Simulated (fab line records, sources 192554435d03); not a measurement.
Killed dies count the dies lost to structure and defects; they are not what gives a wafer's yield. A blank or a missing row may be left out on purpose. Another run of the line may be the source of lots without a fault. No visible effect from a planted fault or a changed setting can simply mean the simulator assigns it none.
What tool caused it? -- flow n5-finfet -- 36 wafers from 12 lots sampled at 6 of the route's 1938 steps

WHAT THE GAUGES SHOWED, per wafer
N5_SD_EPI_N_INSPECT_26: inspects for defects (darkfield).
lot,measured,on,raw-defect-count
L075,day 3 13:55,defect-inspect-01,224 231 188
L077,day 4 05:32,defect-inspect-02,258 257 185
L079,day 4 13:23,defect-inspect-02,163 300 238
L081,day 5 01:10,defect-inspect-02,204 201 241
L083,day 5 13:16,defect-inspect-01,230 173 236
L085,day 6 02:40,defect-inspect-01,187 266 237
L087,day 6 11:12,defect-inspect-02,197 261 196
L089,day 6 23:40,defect-inspect-01,192 191 160
L091,day 7 11:49,defect-inspect-01,193 202 192
L093,day 7 22:40,defect-inspect-02,217 176 133
L095,day 8 11:30,defect-inspect-01,283 218 300
L097,day 9 01:29,defect-inspect-01,192 238 194

EACH LOT AND THE TOOL THAT RAN IT (in order: tool; ch and the chambers of the sampled wafers; start)
lot,N5_DUMMY_GATE_ALD_02,N5_DUMMY_GATE_TRIM_49,N5_DUMMY_GATE_ETCH_23,N5_SD_EPI_N_ETCH_35,N5_SD_EPI_N_STRIP_38
L075,"ald-sin-04 ch 0,2, day 2 20:12","rie-si-06 ch 0,2,3, day 3 07:03","rie-si-04 ch 0,1,2, day 3 07:34","rie-diel-06 ch 2,3, day 3 09:19","plasma-asher-01 ch 0,1, day 3 10:00"
L077,"ald-sin-02 ch 0,1,3, day 3 09:32","rie-si-04 ch 0,3, day 3 23:25","rie-si-06 ch 1,2,3, day 4 00:08","rie-diel-06 ch 0,1,2, day 4 01:40","plasma-asher-01 ch 0,1, day 4 02:21"
L079,"ald-sin-04 ch 0,3, day 3 19:24","rie-si-06 ch 1,2, day 4 06:26","rie-si-05 ch 0,1, day 4 07:01","rie-diel-06 ch 0,1,2, day 4 08:43","plasma-asher-01 ch 0,1, day 4 09:25"
L081,"ald-sin-04 ch 1,2,3, day 4 08:02","rie-si-05 ch 0,1,3, day 4 16:55","rie-si-06 ch 0,1,3, day 4 17:23","rie-diel-02 ch 0,2,3, day 4 19:56","plasma-asher-01 ch 0,1, day 4 20:40"
L083,"ald-sin-04 ch 0,1,2, day 4 22:08","rie-si-06 ch 1,2,3, day 5 07:00","rie-si-04 ch 2,3, day 5 07:28","rie-diel-04 ch 0,1,2, day 5 09:25","plasma-asher-02 ch 0,1, day 5 10:07"
L085,"ald-sin-02 ch 0,3, day 5 10:21","rie-si-06 ch 1,2,3, day 5 19:05","rie-si-05 ch 1,3, day 5 19:34","rie-diel-04 ch 1,2,3, day 5 21:30","plasma-asher-01 ch 0,1, day 5 22:12"
L087,"ald-sin-04 ch 0,3, day 5 19:14","rie-si-04 ch 0,2,3, day 6 04:06","rie-si-05 ch 0,2,3, day 6 04:43","rie-diel-02 ch 2,3, day 6 06:42","plasma-asher-01 ch 0,1, day 6 07:23"
L089,"ald-sin-04 ch 0,3, day 6 07:43","rie-si-06 ch 1,3, day 6 17:00","rie-si-04 ch 1,2,3, day 6 17:40","rie-diel-04 ch 0,2,3, day 6 19:18","plasma-asher-01 ch 1, day 6 19:59"
L091,"ald-sin-02 ch 0,1,3, day 6 20:10","rie-si-04 ch 0,1,2, day 7 05:02","rie-si-06 ch 2,3, day 7 05:31","rie-diel-04 ch 1,3, day 7 07:41","plasma-asher-02 ch 0,1, day 7 08:23"
L093,"ald-sin-01 ch 0,2,3, day 7 07:07","rie-si-06 ch 0,2, day 7 16:16","rie-si-04 ch 0,1,2, day 7 16:45","rie-diel-06 ch 1,2, day 7 18:44","plasma-asher-01 ch 0,1, day 7 19:26"
L095,"ald-sin-04 ch 2,3, day 7 19:34","rie-si-05 ch 1,2,3, day 8 04:26","rie-si-06 ch 2,3, day 8 04:55","rie-diel-04 ch 2,3, day 8 07:38","plasma-asher-01 ch 0,1, day 8 08:20"
L097,"ald-sin-02 ch 0,3, day 8 08:26","rie-si-05 ch 1,2,3, day 8 19:14","rie-si-04 ch 2,3, day 8 19:53","rie-diel-02 ch 0,2, day 8 21:35","plasma-asher-02 ch 0,1, day 8 22:17"
- N5_DUMMY_GATE_ALD_02: deposits SiO2, target thk 2 nm, pulse time 1 s.
- N5_DUMMY_GATE_TRIM_49: chemistry O2, time 29 s, target cd 14 nm.
- N5_DUMMY_GATE_ETCH_23: etches poly-Si in HBr/Cl2/O2, target depth 41 nm, time 22.3 s.
- N5_SD_EPI_N_ETCH_35: etches SOC in N2/H2, overetch 108 nm, time 486 s.
- N5_SD_EPI_N_STRIP_38: strips in N2/H2.

THE ANSWER, worked out from the rows above alone
Rule: usual is defined by the lots themselves. The widest of any qualifying gaps counts: lots, ordered by their means at a reading, are off when they make up no more than a third of the lots, leave a main group of 4 or more, and stand apart from it by 3 or more times the standard deviation of that group's means. If all means in a main group match to the digits the tables above print for the reading, that group is not used. A lot without any number at a reading at which 4 lots or more have one is off too. All remaining lots with rows at the step are treated as sound.
Nothing can be told from this: no lot is off at any reading shown.

WHAT THE SIMULATOR HAD PUT IN
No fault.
